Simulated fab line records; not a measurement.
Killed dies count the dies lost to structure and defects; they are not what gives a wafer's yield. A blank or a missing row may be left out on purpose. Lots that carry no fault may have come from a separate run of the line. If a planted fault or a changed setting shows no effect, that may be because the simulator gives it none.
Struck lot and sound lot, side by side	flow n5_finfet	39 out of 1938 route steps
Sound: the wafers L469.1, L469.4, L469.6. Struck: wafer L483.2. (L483.4, L483.6 of the same lot were not struck and are left out.) The cause comes at the end.
Each step with rows lists, per side, the tool, then ch with its chambers, then its first start. Under that, the readings that differ: sound wafers	struck wafers	difference of the means	sigmas: that difference in standard deviations of wafers without a fault.
alike: words and numbers the same on both sides, and readings whose means are apart by under 2 such deviations; not compared: readings that were withheld, readings missing a value for some wafer, numbers with overlapping values and no deviation given by the record, and bounds like >300 which may hide the same value.
The two part at a step that has a row with sigmas, a row that says differs or no value, or rows on one side only. Numbers that don't overlap but have no deviation are shown without sigmas and don't part them. A reading that every wafer of one side lacks parts them only if that side has two wafers or more.

first, 9 steps without rows for these wafers: N5_DUMMY_GATE_EXPOSE_12 (exposes mask GATE, target cd 25 nm); N5_DUMMY_GATE_PEB_13 (peb time 60 s); N5_DUMMY_GATE_DEVELOP_14 (develop time 30 s); N5_DUMMY_GATE_DESCUM_20 (chemistry O2, time 6.2 s); N5_DUMMY_GATE_ETCH_29 (etches underlayer in N2/H2, target depth 13 nm); N5_DUMMY_GATE_ETCH_36 (etches SiARC in CF4, target depth 13 nm); N5_DUMMY_GATE_ETCH_37 (etches SOC in N2/H2, target depth 60 nm, overetch 30 nm); N5_DUMMY_GATE_STRIP_38 (strips in N2/H2); N5_DUMMY_GATE_STRIP_39 (strips in N2/H2).
N5_DUMMY_GATE_TRIM_49: chemistry O2, time 29 s, target cd 14 nm.
  sound on rie_si-02 ch 0,1, day 2 22:32; struck on rie_si-02 ch 3, day 6 10:45
reading	sound	struck	difference	sigmas
oes_product_au (a.u.)	0.974 1.034 0.976	1.406	+0.411	+20
model.DUMMY_GATE.cd_nm (nm)	14 14 14.2	8.8	-5.3	
  alike: drypump_motor_current_A, temp_c, throttle_valve_pct
  not compared: rf_hours_counter_h
then, 1 step without rows for these wafers: N5_DUMMY_GATE_STRIP_40 (strips in CF4).
N5_DUMMY_GATE_CD_MEAS_50 targets a cd of 14 nm.
  sound: cd_sem-02 at day 2 22:44; struck: cd_sem-02 at day 6 10:54
reading	sound	struck	difference	sigmas
cd_nm (nm)	13.8 13.9 14.5	8.7	-5.4	-12
then, 6 steps without rows for these wafers: N5_DUMMY_GATE_ETCH_31 (etches SiO2 in C4F6/O2, target depth 82.5 nm, time 27.5 s); N5_DUMMY_GATE_STRIP_41 (strips in O2); N5_DUMMY_GATE_HM_OPEN_21 (chemistry CH3F/O2, target SiNx, target depth 120 nm, time 171.4 s); N5_DUMMY_GATE_ETCH_32 (etches SiO2 in CF4, target depth 3.5 nm, time 3.9 s); N5_DUMMY_GATE_ETCH_23 (etches poly-Si in HBr/Cl2/O2, target depth 41 nm, time 22.3 s); N5_DUMMY_GATE_ETCH_44 (etches poly-Si in HBr/O2, stops on SiO2, target depth 127.5 nm).
N5_DUMMY_GATE_CD_MEAS_24 targets a cd of 15 nm.
  sound: cd_sem-03 at day 2 23:14; struck: cd_sem-03 at day 6 11:25
reading	sound	struck	difference	sigmas
cd_nm (nm)	15.4 15.5 15.6	10.0	-5.5	-11
N5_DUMMY_GATE_ETCH_42: etches SiO2 in CHF3/O2, target depth 3.5 nm, time 31 s.
  sound on rie_diel-03 ch 0,1, day 2 23:16; struck on rie_diel-03 ch 3, day 6 11:31
reading	sound	struck	difference	sigmas
drypump_motor_current_A (A)	5.7 6.1 5.7	6.6	+0.8	+2
oes_product_au (a.u.)	0.76 0.79 0.76	0.92	+0.15	+2
model.DUMMY_GATE.cd_nm (nm)	15.4 15.2 15.6	10	-5	
  alike: rf_vpp_V, showerhead_plenum_p_Torr, throttle_valve_pct
  not compared: rf_hours_counter_h
then, 17 steps without rows for these wafers: N5_DUMMY_GATE_STRIP_48 (strips in N2/H2, time 20 s); N5_DUMMY_GATE_PRECLEAN_33 (cleans in dHF, time 10 s); N5_DUMMY_GATE_PRECLEAN_25 (cleans in O3/DIW, time 45 s); N5_DUMMY_GATE_PRECLEAN_51 (cleans in SC2, time 45 s); N5_DUMMY_GATE_SRD_26 (time 30 s); N5_DUMMY_GATE_UV_OZONE_45 (time 120 s); N5_SPACER0_ALD_07 (deposits SiNx, target thk 2 nm); N5_SPACER0_ALD_00 (deposits SiOCN, target thk 3.5 nm, pulse time 3 s, purge time 2 s); N5_SPACER0_ALD_08 (deposits SiNx, target thk 2 nm); N5_SD_EPI_N_COAT_32 (time 60 s, resist thk 350 nm); N5_SD_EPI_N_COAT_33 (time 60 s, resist thk 35 nm); N5_SD_EPI_N_COAT_03 (resist thk 150 nm); N5_SD_EPI_N_EBR_05; N5_SD_EPI_N_SOFTBAKE_04 (time 60 s); N5_SD_EPI_N_EXPOSE_06 (exposes mask SD N BLK, target cd 120 nm); N5_SD_EPI_N_PEB_07 (peb time 60 s); N5_SD_EPI_N_DEVELOP_08 (develop time 30 s).
N5_BEOL_M4_RC_MEAS_101:
  the record has rows for the sound wafers here (prober-01 ch 0, day 8 09:14) and none for the struck ones
-- the record jumps here: 9 days lie between the struck wafers' starts before and after (it left off in module BEOL_M4 and takes up again in module PASSIVATION, whose first step shown is number 1936 of the route) --
N5_PASSIVATION_PROBE_49:
  sound: prober-02 at day 12 17:41; struck: prober-02 at day 15 23:16
reading	sound	struck	difference	sigmas
defect_limited_yield (%)	92.0 92.3 88.4	0	-91	-61
killed_at_front_end	35 28 43	1123	+1088	+99
killed_dies	94 91 137	1180	+1073	+60
killed_on_rim	17 11 12	152	+139	+40
sort_bin_5_function (%)	4.7 4.5 6.3	96.7	+91.5	+94
sort_n_pass	1086 1089 1043	0	-1073	-56
sort_yield_pct (%)	92.0 92.3 88.4	0	-91	-57
  alike: killed_at_M0_to_M3, killed_at_M4_up, killed_at_contacts, killed_at_other, killed_open, killed_short, sort_bin_6_memory

== WHERE THEY PART ==
First at N5_DUMMY_GATE_TRIM_49; last, within this record, at N5_PASSIVATION_PROBE_49.

WHY: the cause the simulator had injected
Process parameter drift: rie_si-02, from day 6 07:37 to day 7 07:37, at N5_DUMMY_GATE_TRIM_49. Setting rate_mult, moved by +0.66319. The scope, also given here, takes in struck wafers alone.
